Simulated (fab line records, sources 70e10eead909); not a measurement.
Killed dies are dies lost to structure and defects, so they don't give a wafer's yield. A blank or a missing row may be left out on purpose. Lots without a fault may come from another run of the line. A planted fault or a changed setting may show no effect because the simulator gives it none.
Which tool did it? | flow nand_harc | 24 lots, 72 wafers sampled, at 6 steps of a route of 1159

WHAT THE GAUGES READ, wafer by wafer
The record holds no reading of a measuring or inspecting step that can be judged against a usual standard deviation.

WHICH TOOL RAN EACH LOT (tool, then ch and the chambers of the sampled wafers, then the start)
lot  | NHARC_A_STAIRCASE_ETCH_225                    | NHARC_A_STAIRCASE_TRIM_233                    | NHARC_A_STAIRCASE_STRIP_238          | NHARC_A_STAIRCASE_HM_DEP_456  | NHARC_A_STAIRCASE_ETCH_315                    | NHARC_A_STAIRCASE_STRIP_476
L074 | rie_diel-05 ch 1,2,3, day 10 22:29 or earlier | rie_diel-05 ch 1,2, day 10 22:29 or earlier   | plasma_asher-01 ch 0,1, day 10 22:29 | acl_dep-01 ch 0, day 11 03:25 | rie_diel-08 ch 0,2,3, day 11 15:28 or earlier | rie_diel-05 ch 0,1,2, day 11 15:28
L075 | rie_diel-08 ch 1,2,3, day 11 15:26 or earlier | rie_diel-08 ch 1,2,3, day 11 15:26 or earlier | plasma_asher-01 ch 0,1, day 11 15:26 | acl_dep-01 ch 0, day 11 17:49 | rie_diel-13 ch 1,2,3, day 12 09:49 or earlier | rie_diel-05 ch 0,1,2, day 12 09:49
L077 | rie_diel-08 ch 0,1,3, day 11 20:14 or earlier | rie_diel-08 ch 0,1, day 11 20:14 or earlier   | plasma_asher-02 ch 0,1, day 11 20:14 | acl_dep-02 ch 0, day 12 01:32 | rie_diel-08 ch 0,3, day 12 14:31 or earlier   | rie_diel-05 ch 2,3, day 12 14:31
L078 | rie_diel-08 ch 0,1, day 12 02:59 or earlier   | rie_diel-08 ch 0,2,3, day 12 02:59 or earlier | plasma_asher-02 ch 0,1, day 12 02:59 | acl_dep-02 ch 0, day 12 05:23 | rie_diel-05 ch 2,3, day 12 18:26 or earlier   | rie_diel-08 ch 1,2,3, day 12 18:26
L076 | rie_diel-13 ch 0,1, day 12 07:11 or earlier   | rie_diel-13 ch 0,1,2, day 12 07:11 or earlier | plasma_asher-01 ch 0, day 12 07:11   | acl_dep-01 ch 0, day 12 09:53 | rie_diel-05 ch 0,1,2, day 13 00:29 or earlier | rie_diel-13 ch 2,3, day 13 00:29
L079 | rie_diel-13 ch 0,1,2, day 12 07:29 or earlier | rie_diel-08 ch 0,1,3, day 12 07:29 or earlier | plasma_asher-02 ch 0,1, day 12 07:29 | acl_dep-03 ch 0, day 12 10:00 | rie_diel-05 ch 1,2,3, day 13 02:58 or earlier | rie_diel-05 ch 1,2,3, day 13 02:58
L080 | rie_diel-05 ch 0,2,3, day 13 06:41 or earlier | rie_diel-05 ch 1,2, day 13 06:41 or earlier   | plasma_asher-02 ch 0,1, day 13 06:41 | acl_dep-02 ch 0, day 13 09:37 | rie_diel-13 ch 0,2,3, day 13 23:46 or earlier | rie_diel-08 ch 0,1, day 13 23:46
L082 | rie_diel-08 ch 2,3, day 13 07:27 or earlier   | rie_diel-08 ch 0,2, day 13 07:27 or earlier   | plasma_asher-02 ch 1, day 13 07:27   | acl_dep-03 ch 0, day 13 10:04 | rie_diel-05 ch 1,2,3, day 14 01:08 or earlier | rie_diel-05 ch 0,1, day 14 01:08
L081 | rie_diel-13 ch 2,3, day 13 08:16 or earlier   | rie_diel-13 ch 0,1, day 13 08:16 or earlier   | plasma_asher-02 ch 0,1, day 13 08:16 | acl_dep-03 ch 0, day 13 11:53 | rie_diel-08 ch 0,3, day 14 03:16 or earlier   | rie_diel-08 ch 2,3, day 14 03:16
L083 | rie_diel-13 ch 0,3, day 13 13:41 or earlier   | rie_diel-05 ch 0,1,3, day 13 13:41 or earlier | plasma_asher-01 ch 0,1, day 13 13:41 | acl_dep-03 ch 0, day 13 19:48 | rie_diel-13 ch 0,1,3, day 14 10:00 or earlier | rie_diel-08 ch 1,2,3, day 14 10:00
L084 | rie_diel-05 ch 0,2,3, day 14 01:38 or earlier | rie_diel-05 ch 1,2,3, day 14 01:38 or earlier | plasma_asher-02 ch 0,1, day 14 01:38 | acl_dep-03 ch 0, day 14 04:01 | rie_diel-05 ch 0,1,3, day 14 19:47 or earlier | rie_diel-05 ch 1,2,3, day 14 19:47
L086 | rie_diel-05 ch 0,3, day 14 08:07 or earlier   | rie_diel-05 ch 0,1,2, day 14 08:07 or earlier | plasma_asher-02 ch 0,1, day 14 08:07 | acl_dep-02 ch 0, day 14 11:14 | rie_diel-08 ch 0,3, day 14 23:24 or earlier   | rie_diel-13 ch 0,2,3, day 14 23:24
L085 | rie_diel-08 ch 0,1,2, day 14 10:30 or earlier | rie_diel-08 ch 1,2,3, day 14 10:30 or earlier | plasma_asher-02 ch 0,1, day 14 10:30 | acl_dep-02 ch 0, day 14 14:56 | rie_diel-08 ch 0,2, day 15 03:22 or earlier   | rie_diel-08 ch 0,1, day 15 03:22
L087 | rie_diel-13 ch 0,3, day 15 02:04 or earlier   | rie_diel-08 ch 0,3, day 15 02:04 or earlier   | plasma_asher-01 ch 0,1, day 15 02:04 | acl_dep-02 ch 0, day 15 04:35 | rie_diel-05 ch 1,2,3, day 15 20:38 or earlier | rie_diel-08 ch 2,3, day 15 20:38
L089 | rie_diel-05 ch 1,3, day 15 02:33 or earlier   | rie_diel-08 ch 0,3, day 15 02:33 or earlier   | plasma_asher-02 ch 0,1, day 15 02:33 | acl_dep-03 ch 0, day 15 05:46 | rie_diel-05 ch 0,2, day 15 22:47 or earlier   | rie_diel-13 ch 0,1,2, day 15 22:47
L090 | rie_diel-08 ch 0,2,3, day 15 07:52 or earlier | rie_diel-13 ch 1,2, day 15 07:52 or earlier   | plasma_asher-02 ch 0,1, day 15 07:52 | acl_dep-02 ch 0, day 15 11:28 | rie_diel-08 ch 2,3, day 16 03:48 or earlier   | rie_diel-08 ch 0,2,3, day 16 03:48
L091 | rie_diel-08 ch 0,1, day 15 08:10 or earlier   | rie_diel-08 ch 0,2,3, day 15 08:10 or earlier | plasma_asher-01 ch 0,1, day 15 08:10 | acl_dep-01 ch 0, day 15 13:32 | rie_diel-05 ch 0,1,3, day 16 03:23 or earlier | rie_diel-08 ch 1,2,3, day 16 03:23
L088 | rie_diel-13 ch 0,2, day 15 08:34 or earlier   | rie_diel-08 ch 0,1,3, day 15 08:34 or earlier | plasma_asher-01 ch 0,1, day 15 08:34 | acl_dep-03 ch 0, day 15 15:22 | rie_diel-05 ch 1,3, day 16 04:53 or earlier   | rie_diel-13 ch 0,1,2, day 16 04:53
L095 | rie_diel-05 ch 1,2,3, day 16 01:32 or earlier | rie_diel-08 ch 0,1,3, day 16 01:32 or earlier | plasma_asher-01 ch 0,1, day 16 01:32 | acl_dep-03 ch 0, day 16 04:15 | rie_diel-08 ch 1,2,3, day 16 17:44 or earlier | rie_diel-05 ch 0,1,2, day 16 17:44
L093 | rie_diel-13 ch 0,2,3, day 16 02:32 or earlier | rie_diel-08 ch 1,2,3, day 16 02:32 or earlier | plasma_asher-01 ch 0,1, day 16 02:32 | acl_dep-02 ch 0, day 16 06:13 | rie_diel-08 ch 0,1,2, day 16 20:16 or earlier | rie_diel-08 ch 0,1,2, day 16 20:16
L094 | rie_diel-05 ch 0,2,3, day 16 05:25 or earlier | rie_diel-08 ch 0,1,3, day 16 05:25 or earlier | plasma_asher-01 ch 1, day 16 05:25   | acl_dep-02 ch 0, day 16 08:56 | rie_diel-05 ch 0,1,2, day 16 21:54 or earlier | rie_diel-13 ch 0,1,2, day 16 21:54
L092 | rie_diel-13 ch 2,3, day 16 05:45 or earlier   | rie_diel-05 ch 0,1, day 16 05:45 or earlier   | plasma_asher-01 ch 0,1, day 16 05:45 | acl_dep-02 ch 0, day 16 10:28 | rie_diel-08 ch 1,2,3, day 17 02:48 or earlier | rie_diel-13 ch 0,1,2, day 17 02:48
L096 | rie_diel-05 ch 1,3, day 16 18:04 or earlier   | rie_diel-08 ch 0,3, day 16 18:04 or earlier   | plasma_asher-01 ch 0,1, day 16 18:04 | acl_dep-02 ch 0, day 16 22:20 | rie_diel-08 ch 0,1,2, day 17 10:51 or earlier | rie_diel-05 ch 0,2,3, day 17 10:51
L097 | rie_diel-05 ch 0,1,3, day 16 18:05 or earlier | rie_diel-13 ch 0,1,3, day 16 18:05 or earlier | plasma_asher-02 ch 0,1, day 16 18:05 | acl_dep-03 ch 0, day 16 22:48 | rie_diel-08 ch 1,2,3, day 17 12:16 or earlier | rie_diel-08 ch 0,1, day 17 12:16
- NHARC_A_STAIRCASE_ETCH_225: etches the open film in C4F8/O2, target depth 100 nm, time 40.5 s.
- NHARC_A_STAIRCASE_TRIM_233: chemistry O2, time 211.2 s.
- NHARC_A_STAIRCASE_STRIP_238: strips in O2.
- NHARC_A_STAIRCASE_HM_DEP_456: deposits aC, target thk 1500 nm.
- NHARC_A_STAIRCASE_ETCH_315: etches the open film in C4F8/O2/Ar, target depth 2500 nm, time 607.1 s.
- NHARC_A_STAIRCASE_STRIP_476: strips in O2, time 20 s.

WHAT THE TOOLS THEMSELVES READ (means of the sampled wafers that have a number; where no wafer has one, the mark that the record gives instead)
NHARC_A_STAIRCASE_ETCH_225. Usual: oes_product_au 0.937 a.u., standard deviation 0.0084; rf_vpp_V 898 V, standard deviation 4.8.
lot  | tool        | oes_product_au (a.u.) | rf_vpp_V (V) | flag
L074 | rie_diel-05 | 0.942                 | 899          |
L075 | rie_diel-08 | 0.943                 | 894          |
L077 | rie_diel-08 | 0.933                 | 898          |
L078 | rie_diel-08 | 0.939                 | 900          |
L076 | rie_diel-13 | 0.936                 | 891          |
L079 | rie_diel-13 | 0.937                 | 893          |
L080 | rie_diel-05 | 0.953                 | 899          |
L082 | rie_diel-08 | 0.942                 | 892          |
L081 | rie_diel-13 | 0.938                 | 898          |
L083 | rie_diel-13 | 0.936                 | 901          |
L084 | rie_diel-05 | 0.935                 | 899          |
L086 | rie_diel-05 | 0.950                 | 900          |
L085 | rie_diel-08 | 0.942                 | 896          |
L087 | rie_diel-13 | 0.940                 | 903          |
L089 | rie_diel-05 | 0.941                 | 899          |
L090 | rie_diel-08 | 0.942                 | 894          |
L091 | rie_diel-08 | 0.936                 | 900          |
L088 | rie_diel-13 | 0.936                 | 899          |
L095 | rie_diel-05 | 0.940                 | 898          |
L093 | rie_diel-13 | 0.938                 | 900          |
L094 | rie_diel-05 | 0.939                 | 898          |
L092 | rie_diel-13 | 0.920                 | 900          |
L096 | rie_diel-05 | 0.932                 | 901          |
L097 | rie_diel-05 | 0.928                 | 901          |

NHARC_A_STAIRCASE_TRIM_233. Usual: drypump_motor_current_A 5.8 A, standard deviation 0.31; oes_product_au 0.999 a.u., standard deviation 0.007; rf_vpp_V 58.0 V, standard deviation 0.93; showerhead_plenum_p_Torr 3.56 Torr, standard deviation 0.13; throttle_valve_pct 17.036 %, standard deviation 0.0094.
lot  | tool        | drypump_motor_current_A (A) | oes_product_au (a.u.) | rf_vpp_V (V) | showerhead_plenum_p_Torr (Torr) | throttle_valve_pct (%) | flag
L074 | rie_diel-05 | 5.7                         | 1.009                 | 57.8         | 3.61                            | 17.035                 |
L075 | rie_diel-08 | 5.5                         | 1.001                 | 57.6         | 3.48                            | 17.038                 |
L077 | rie_diel-08 | 5.4                         | 0.990                 | 57.2         | 3.64                            | 17.039                 |
L078 | rie_diel-08 | 5.8                         | 1.000                 | 58.0         | 3.50                            | 17.042                 |
L076 | rie_diel-13 | 6.0                         | 1.000                 | 58.2         | 3.43                            | 17.038                 |
L079 | rie_diel-08 | 5.6                         | 0.995                 | 58.3         | 3.58                            | 17.033                 |
L080 | rie_diel-05 | 5.7                         | 1.004                 | 57.7         | 3.60                            | 17.028                 |
L082 | rie_diel-08 | 5.9                         | 1.000                 | 57.0         | 3.57                            | 17.031                 |
L081 | rie_diel-13 | 6.1                         | 0.999                 | 57.5         | 3.56                            | 17.048                 |
L083 | rie_diel-05 | 6.1                         | 0.991                 | 59.3         | 3.67                            | 17.036                 |
L084 | rie_diel-05 | 5.9                         | 1.000                 | 57.8         | 3.60                            | 17.042                 |
L086 | rie_diel-05 | 5.9                         | 1.002                 | 57.7         | 3.66                            | 17.049                 |
L085 | rie_diel-08 | 5.5                         | 0.990                 | 58.2         | 3.47                            | 17.034                 |
L087 | rie_diel-08 | 5.8                         | 0.997                 | 57.6         | 3.51                            | 17.038                 |
L089 | rie_diel-08 | 5.8                         | 1.005                 | 58.9         | 3.51                            | 17.034                 |
L090 | rie_diel-13 | 6.1                         | 0.999                 | 57.6         | 3.47                            | 17.039                 |
L091 | rie_diel-08 | 5.8                         | 1.000                 | 58.6         | 3.48                            | 17.032                 |
L088 | rie_diel-08 | 5.6                         | 0.998                 | 57.4         | 3.57                            | 17.033                 |
L095 | rie_diel-08 | 5.6                         | 0.994                 | 58.0         | 3.56                            | 17.040                 |
L093 | rie_diel-08 | 5.5                         | 0.994                 | 57.2         | 3.46                            | 17.026                 |
L094 | rie_diel-08 | 5.6                         | 1.002                 | 58.1         | 3.56                            | 17.030                 |
L092 | rie_diel-05 | 6.0                         | 1.002                 | 58.4         | 3.70                            | 17.031                 |
L096 | rie_diel-08 | 5.9                         | 1.002                 | 58.0         | 3.57                            | 17.040                 |
L097 | rie_diel-13 | 6.1                         | 0.995                 | 58.7         | 3.61                            | 17.031                 |

NHARC_A_STAIRCASE_STRIP_238. Usual: drypump_motor_current_A 5.8 A, standard deviation 0.5; heater_power_w 331 W, standard deviation 27.
lot  | tool            | drypump_motor_current_A (A) | heater_power_w (W) | flag
L074 | plasma_asher-01 | 5.8                         | 340                |
L075 | plasma_asher-01 | 5.9                         | 342                |
L077 | plasma_asher-02 | 5.6                         | 320                |
L078 | plasma_asher-02 | 6.0                         | 331                |
L076 | plasma_asher-01 | 5.4                         | 311                |
L079 | plasma_asher-02 | 5.6                         | 321                |
L080 | plasma_asher-02 | 6.0                         | 334                |
L082 | plasma_asher-02 | 6.4                         | 348                |
L081 | plasma_asher-02 | 5.6                         | 318                |
L083 | plasma_asher-01 | 5.9                         | 351                |
L084 | plasma_asher-02 | 6.0                         | 324                |
L086 | plasma_asher-02 | 6.0                         | 335                |
L085 | plasma_asher-02 | 5.6                         | 316                |
L087 | plasma_asher-01 | 5.6                         | 327                |
L089 | plasma_asher-02 | 5.6                         | 325                |
L090 | plasma_asher-02 | 6.0                         | 329                |
L091 | plasma_asher-01 | 5.6                         | 328                |
L088 | plasma_asher-01 | 5.9                         | 348                |
L095 | plasma_asher-01 | 5.9                         | 352                |
L093 | plasma_asher-01 | 5.7                         | 330                |
L094 | plasma_asher-01 | 6.1                         | 372                |
L092 | plasma_asher-01 | 5.8                         | 345                |
L096 | plasma_asher-01 | 5.6                         | 324                |
L097 | plasma_asher-02 | 6.0                         | 333                |

NHARC_A_STAIRCASE_HM_DEP_456. Usual: throttle_valve_pct 35.001 %, standard deviation 0.0085.
lot  | tool       | throttle_valve_pct (%) | flag
L074 | acl_dep-01 | 34.998                 |
L075 | acl_dep-01 | 34.997                 |
L077 | acl_dep-02 | 34.995                 |
L078 | acl_dep-02 | 34.992                 |
L076 | acl_dep-01 | 34.999                 |
L079 | acl_dep-03 | 34.995                 |
L080 | acl_dep-02 | 34.998                 |
L082 | acl_dep-03 | 34.999                 |
L081 | acl_dep-03 | 35.007                 |
L083 | acl_dep-03 | 34.997                 |
L084 | acl_dep-03 | 35.005                 |
L086 | acl_dep-02 | 35.005                 |
L085 | acl_dep-02 | 34.997                 |
L087 | acl_dep-02 | 35.003                 |
L089 | acl_dep-03 | 35.002                 |
L090 | acl_dep-02 | 35.003                 |
L091 | acl_dep-01 | 34.998                 |
L088 | acl_dep-03 | 35.000                 |
L095 | acl_dep-03 | 34.997                 |
L093 | acl_dep-02 | 35.000                 |
L094 | acl_dep-02 | 35.005                 |
L092 | acl_dep-02 | 34.993                 |
L096 | acl_dep-02 | 35.001                 |
L097 | acl_dep-03 | 35.001                 |

NHARC_A_STAIRCASE_ETCH_315. Usual: oes_product_au 0.932 a.u., standard deviation 0.0096; rf_vpp_V 1830 V, standard deviation 9.3.
lot  | tool        | oes_product_au (a.u.) | rf_vpp_V (V) | flag
L074 | rie_diel-08 | 0.939                 | 1825         |
L075 | rie_diel-13 | 0.932                 | 1828         |
L077 | rie_diel-08 | 0.931                 | 1826         |
L078 | rie_diel-05 | 0.935                 | 1830         |
L076 | rie_diel-05 | 0.938                 | 1837         |
L079 | rie_diel-05 | 0.943                 | 1833         |
L080 | rie_diel-13 | 0.930                 | 1838         |
L082 | rie_diel-05 | 0.928                 | 1832         |
L081 | rie_diel-08 | 0.936                 | 1831         |
L083 | rie_diel-13 | 0.929                 | 1834         |
L084 | rie_diel-05 | 0.938                 | 1837         |
L086 | rie_diel-08 | 0.937                 | 1831         |
L085 | rie_diel-08 | 0.927                 | 1821         |
L087 | rie_diel-05 | 0.924                 | 1831         |
L089 | rie_diel-05 | 0.945                 | 1832         |
L090 | rie_diel-08 | 0.926                 | 1818         |
L091 | rie_diel-05 | 0.932                 | 1836         |
L088 | rie_diel-05 | 0.942                 | 1836         |
L095 | rie_diel-08 | 0.920                 | 1821         |
L093 | rie_diel-08 | 0.931                 | 1828         |
L094 | rie_diel-05 | 0.936                 | 1836         |
L092 | rie_diel-08 | 0.924                 | 1822         |
L096 | rie_diel-08 | 0.925                 | 1828         |
L097 | rie_diel-08 | 0.926                 | 1821         |

NHARC_A_STAIRCASE_STRIP_476. Usual: drypump_motor_current_A 5.9 A, standard deviation 0.33; oes_product_au 0.998 a.u., standard deviation 0.0073; rf_vpp_V 57.9 V, standard deviation 0.9; showerhead_plenum_p_Torr 3.58 Torr, standard deviation 0.13; throttle_valve_pct 17.036 %, standard deviation 0.0099.
lot  | tool        | drypump_motor_current_A (A) | oes_product_au (a.u.) | rf_vpp_V (V) | showerhead_plenum_p_Torr (Torr) | throttle_valve_pct (%) | flag
L074 | rie_diel-05 | 5.9                         | 1.008                 | 57.4         | 3.67                            | 17.030                 |
L075 | rie_diel-05 | 5.9                         | 0.999                 | 58.1         | 3.67                            | 17.031                 |
L077 | rie_diel-05 | 5.8                         | 1.007                 | 58.0         | 3.55                            | 17.034                 |
L078 | rie_diel-08 | 5.5                         | 0.999                 | 57.7         | 3.48                            | 17.044                 |
L076 | rie_diel-13 | 6.1                         | 1.000                 | 57.4         | 3.63                            | 17.027                 |
L079 | rie_diel-05 | 5.9                         | 1.002                 | 57.8         | 3.60                            | 17.027                 |
L080 | rie_diel-08 | 5.5                         | 0.995                 | 57.4         | 3.63                            | 17.044                 |
L082 | rie_diel-05 | 6.0                         | 1.001                 | 57.7         | 3.73                            | 17.041                 |
L081 | rie_diel-08 | 5.6                         | 0.991                 | 57.3         | 3.39                            | 17.041                 |
L083 | rie_diel-08 | 5.5                         | 0.998                 | 57.5         | 3.47                            | 17.036                 |
L084 | rie_diel-05 | 5.9                         | 1.001                 | 58.2         | 3.59                            | 17.037                 |
L086 | rie_diel-13 | 6.0                         | 1.005                 | 58.3         | 3.66                            | 17.035                 |
L085 | rie_diel-08 | 5.7                         | 0.991                 | 57.6         | 3.64                            | 17.035                 |
L087 | rie_diel-08 | 5.6                         | 0.998                 | 57.8         | 3.38                            | 17.035                 |
L089 | rie_diel-13 | 6.0                         | 0.992                 | 58.3         | 3.59                            | 17.042                 |
L090 | rie_diel-08 | 5.8                         | 0.998                 | 57.7         | 3.48                            | 17.033                 |
L091 | rie_diel-08 | 5.5                         | 0.993                 | 58.0         | 3.46                            | 17.038                 |
L088 | rie_diel-13 | 6.0                         | 1.001                 | 56.7         | 3.59                            | 17.037                 |
L095 | rie_diel-05 | 5.9                         | 1.000                 | 58.0         | 3.65                            | 17.035                 |
L093 | rie_diel-08 | 5.6                         | 1.002                 | 57.4         | 3.53                            | 17.043                 |
L094 | rie_diel-13 | 6.0                         | 0.996                 | 58.3         | 3.58                            | 17.041                 |
L092 | rie_diel-13 | 6.0                         | 1.000                 | 57.6         | 3.58                            | 17.031                 |
L096 | rie_diel-05 | 6.0                         | 0.989                 | 57.9         | 3.59                            | 17.034                 |
L097 | rie_diel-08 | 5.5                         | 0.992                 | 58.2         | 3.62                            | 17.042                 |

THE ANSWER, worked out from the rows above alone
Rule: a lot is off if the mean of its wafers that have a number lies more than 3 standard deviations from the usual mean. A lot without any number at a reading at which 4 lots or more have one is off too. The other lots that the step has rows for count as sound. The gauges are gone through in route order, then the tools' own readings, and for those a lot's mean is taken as printed above. The first step at which some lot is off is used, and at that step the reading that is off furthest; a lot without a number counts as furthest.
No lot is off at any reading shown: from this, nothing can be told.

WHAT THE SIMULATOR HAD PUT IN
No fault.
